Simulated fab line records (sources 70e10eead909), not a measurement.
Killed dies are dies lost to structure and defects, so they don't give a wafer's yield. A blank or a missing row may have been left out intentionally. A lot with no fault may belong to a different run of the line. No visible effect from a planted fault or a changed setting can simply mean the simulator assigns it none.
The tool behind it: which one?    flow nand_harc    12 lots with 36 wafers sampled at 5 steps, on a route of 1302 steps

## WHAT THE GAUGES SHOWED, per wafer
NHARC_END_SORT_01. Usual: killed_at_array 64, standard deviation 16; killed_at_other 1.0, standard deviation 1.1; killed_at_periphery 3.5, standard deviation 2.3; killed_dies 69, standard deviation 17; killed_open 3.2, standard deviation 1.6; killed_short 2.4, standard deviation 1.6.
lot   measured      on         killed_at_array  killed_at_other  killed_at_periphery  killed_dies  killed_open  killed_short  flag
L431  day 25 15:30  prober-01  87 50 74         2 5 0            6 12 1               95 67 75     2 4 1        3 2 3         
L438  day 29 02:22  prober-01  47 53 49         1 1 2            3 2 0                51 56 51     6 3 4        1 4 3         
L439  day 30 03:11  prober-01  44 57 51         2 1 1            1 3 4                47 61 56     2 7 3        1 2 1         

## WHICH TOOL RAN EACH LOT (tool, then ch and the chambers of the sampled wafers, then the start)
lot   NHARC_A_STAIRCASE_STRIP_316                    NHARC_A_STAIRCASE_ETCHBACK_416                 NHARC_A_STAIRCASE_STRIP_446           NHARC_A_STAIRCASE_ETCHBACK_422
L427  rie_diel-05 ch 0,2,3, day 18 19:45 or earlier  rie_diel-05 ch 1,3, day 18 19:45 or earlier    plasma_asher-02 ch 1, day 18 19:45    rie_diel-04 ch 0,1,3, day 18 21:07
L428  rie_diel-05 ch 1,2,3, day 19 11:25 or earlier  rie_diel-05 ch 1,3, day 19 11:25 or earlier    plasma_asher-01 ch 0,1, day 19 11:25  rie_diel-11 ch 0,1,3, day 19 12:45
L431  rie_diel-04 ch 0,2, day 20 09:01 or earlier    rie_diel-11 ch 1,2, day 20 09:01 or earlier    plasma_asher-01 ch 0, day 20 09:01    rie_diel-11 ch 1,3, day 20 10:29
L433  rie_diel-04 ch 0,2,3, day 21 09:12 or earlier  rie_diel-11 ch 0,1, day 21 09:12 or earlier    plasma_asher-02 ch 0,1, day 21 09:12  rie_diel-05 ch 0,1,2, day 21 10:30
L438  rie_diel-05 ch 0,1,3, day 23 14:54 or earlier  rie_diel-05 ch 0,3, day 23 14:54 or earlier    plasma_asher-01 ch 0,1, day 23 14:54  rie_diel-05 ch 0,1,2, day 23 16:16
L439  rie_diel-05 ch 0,1,2, day 24 14:27 or earlier  rie_diel-04 ch 1,2,3, day 24 14:27 or earlier  plasma_asher-02 ch 0,1, day 24 14:27  rie_diel-04 ch 1,2,3, day 24 15:47
L440  rie_diel-04 ch 0,2,3, day 24 13:25 or earlier  rie_diel-05 ch 0,1,2, day 24 13:25 or earlier  plasma_asher-02 ch 0,1, day 24 13:25  rie_diel-05 ch 1,2, day 24 14:44
L445  rie_diel-04 ch 1,2,3, day 26 12:27 or earlier  rie_diel-05 ch 0,1,2, day 26 12:27 or earlier  plasma_asher-01 ch 0,1, day 26 12:27  rie_diel-05 ch 1,2,3, day 26 13:44
L446  rie_diel-04 ch 1,3, day 26 23:41 or earlier    rie_diel-11 ch 1,2,3, day 26 23:41 or earlier  plasma_asher-01 ch 0,1, day 26 23:41  rie_diel-11 ch 0,2,3, day 27 00:59
L447  rie_diel-05 ch 0,1,3, day 26 23:53 or earlier  rie_diel-04 ch 1,2,3, day 26 23:53 or earlier  plasma_asher-02 ch 0,1, day 26 23:53  rie_diel-05 ch 0,1,2, day 27 01:14
L448  rie_diel-11 ch 0,1,3, day 27 20:32 or earlier  rie_diel-11 ch 0,2,3, day 27 20:32 or earlier  plasma_asher-01 ch 0,1, day 27 20:32  rie_diel-04 ch 0,2,3, day 27 21:46
L449  rie_diel-05 ch 1,2,3, day 29 03:20 or earlier  rie_diel-11 ch 0,1,2, day 29 03:20 or earlier  plasma_asher-02 ch 0,1, day 29 03:20  rie_diel-04 ch 0,2, day 29 04:41
- NHARC_A_STAIRCASE_STRIP_316: strips in O2.
- NHARC_A_STAIRCASE_ETCHBACK_416: etches the open film in C4F8/O2/Ar, target depth 36 nm, time 7.2 s.
- NHARC_A_STAIRCASE_STRIP_446: strips in O2.
- NHARC_A_STAIRCASE_ETCHBACK_422: etches the open film in CH3F/O2, target depth 40 nm, time 74.286 s.

## AS READ BY THE TOOLS THEMSELVES (means over the sampled wafers that have a number; for cases with no such wafer, the mark the record gives instead)
NHARC_A_STAIRCASE_STRIP_316. Usual: chamber_pressure_mTorr 60.00 mTorr, standard deviation 0.057; drypump_motor_current_A 5.8 A, standard deviation 0.51; oes_product_au 1.000 a.u., standard deviation 0.0079; rf_vpp_V 57.7 V, standard deviation 0.88; showerhead_plenum_p_Torr 3.51 Torr, standard deviation 0.17; throttle_valve_pct 17.036 %, standard deviation 0.0095.
lot   tool         chamber_pressure_mTorr (mTorr)  drypump_motor_current_A (A)  oes_product_au (a.u.)  rf_vpp_V (V)  showerhead_plenum_p_Torr (Torr)  throttle_valve_pct (%)  flag
L427  rie_diel-05  60.01                           5.6                          0.988                  58.2          3.43                             17.032                  
L428  rie_diel-05  59.99                           6.0                          0.997                  57.7          3.36                             17.032                  
L431  rie_diel-04  60.00                           5.4                          0.999                  57.0          3.41                             17.042                  
L433  rie_diel-04  60.04                           5.7                          0.993                  58.4          3.46                             17.043                  
L438  rie_diel-05  59.99                           5.7                          0.995                  57.8          3.61                             17.035                  
L439  rie_diel-05  59.96                           6.2                          0.997                  57.8          3.46                             17.036                  
L440  rie_diel-04  60.03                           5.7                          0.997                  57.1          3.45                             17.034                  
L445  rie_diel-04  60.04                           5.8                          1.010                  57.8          3.58                             17.032                  
L446  rie_diel-04  59.96                           5.7                          0.998                  58.1          3.65                             17.043                  
L447  rie_diel-05  59.97                           5.7                          0.993                  57.9          3.60                             17.042                  
L448  rie_diel-11  60.04                           6.0                          0.993                  58.8          3.61                             17.042                  
L449  rie_diel-05  60.02                           6.0                          0.997                  57.2          3.50                             17.029                  

NHARC_A_STAIRCASE_ETCHBACK_416. Usual: oes_product_au 0.933 a.u., standard deviation 0.022; rf_vpp_V 723 V, standard deviation 5.
lot   tool         oes_product_au (a.u.)  rf_vpp_V (V)  flag
L427  rie_diel-05  0.927                  717           
L428  rie_diel-05  0.921                  718           
L431  rie_diel-11  0.973                  723           
L433  rie_diel-11  0.998                  723           
L438  rie_diel-05  0.932                  729           
L439  rie_diel-04  0.933                  725           
L440  rie_diel-05  0.921                  721           
L445  rie_diel-05  0.926                  721           
L446  rie_diel-11  0.922                  723           
L447  rie_diel-04  0.933                  724           
L448  rie_diel-11  0.927                  723           
L449  rie_diel-11  0.990                  726           

NHARC_A_STAIRCASE_STRIP_446. Usual: drypump_motor_current_A 5.59 A, standard deviation 0.22; heater_power_w 334 W, standard deviation 15.
lot   tool             drypump_motor_current_A (A)  heater_power_w (W)  flag
L427  plasma_asher-02  5.94                         309                 
L428  plasma_asher-01  5.48                         351                 
L431  plasma_asher-01  5.48                         354                 
L433  plasma_asher-02  5.76                         322                 
L438  plasma_asher-01  -                            -                   OFF
L439  plasma_asher-02  -                            -                   OFF
L440  plasma_asher-02  -                            -                   OFF
L445  plasma_asher-01  5.47                         334                 
L446  plasma_asher-01  5.47                         330                 
L447  plasma_asher-02  5.78                         319                 
L448  plasma_asher-01  5.49                         333                 
L449  plasma_asher-02  5.58                         331                 

NHARC_A_STAIRCASE_ETCHBACK_422. Usual: drypump_motor_current_A 5.8 A, standard deviation 0.52; oes_product_au 0.96 a.u., standard deviation 0.037; rf_vpp_V 244.3 V, standard deviation 1.9; showerhead_plenum_p_Torr 2.46 Torr, standard deviation 0.12; throttle_valve_pct 20.663 %, standard deviation 0.0095.
lot   tool         drypump_motor_current_A (A)  oes_product_au (a.u.)  rf_vpp_V (V)  showerhead_plenum_p_Torr (Torr)  throttle_valve_pct (%)  flag
L427  rie_diel-04  5.6                          0.92                   244.7         2.47                             20.657                  
L428  rie_diel-11  6.0                          1.00                   245.2         2.54                             20.660                  
L431  rie_diel-11  5.8                          0.96                   247.0         2.62                             20.663                  
L433  rie_diel-05  6.2                          0.93                   243.7         2.41                             20.664                  
L438  rie_diel-05  6.2                          0.92                   243.6         2.41                             20.670                  
L439  rie_diel-04  5.8                          0.93                   245.0         2.49                             20.660                  
L440  rie_diel-05  6.5                          0.92                   243.1         2.35                             20.670                  
L445  rie_diel-05  6.0                          1.00                   244.8         2.44                             20.670                  
L446  rie_diel-11  5.9                          0.98                   246.3         2.57                             20.660                  
L447  rie_diel-05  6.1                          1.01                   243.5         2.40                             20.662                  
L448  rie_diel-04  5.7                          0.93                   244.0         2.38                             20.656                  
L449  rie_diel-04  5.5                          0.93                   244.0         2.39                             20.665                  

## THE ANSWER, worked out from the rows above alone
Rule: a lot counts as off when the mean over its wafers that have a number is more than 3 standard deviations away from the usual mean. A lot without any number at a reading at which 4 lots or more have one is off too. Where the step has rows for the other lots, those lots are counted as sound. After the gauges, taken in route order, come the tools' own readings; for these a lot's mean is taken, as printed above. The first step at which some lot is off is used, and at that step the reading that is off furthest; a lot without a number counts as furthest.
Off, at NHARC_A_STAIRCASE_STRIP_446 on drypump_motor_current_A: L438, L439, L440. Without a number there: L438, L439, L440.
A tool fits if, at that step or a process step before it, it ran every lot that is off, and no sound lot after the first of them. NHARC_A_STAIRCASE_STRIP_316: start missing for some lots; hours and lot order therefore follow NHARC_A_STAIRCASE_STRIP_446. NHARC_A_STAIRCASE_ETCHBACK_416: start missing for some lots; hours and lot order therefore follow NHARC_A_STAIRCASE_STRIP_446. None of those tried fits.

## WHAT THE SIMULATOR HAD PUT IN
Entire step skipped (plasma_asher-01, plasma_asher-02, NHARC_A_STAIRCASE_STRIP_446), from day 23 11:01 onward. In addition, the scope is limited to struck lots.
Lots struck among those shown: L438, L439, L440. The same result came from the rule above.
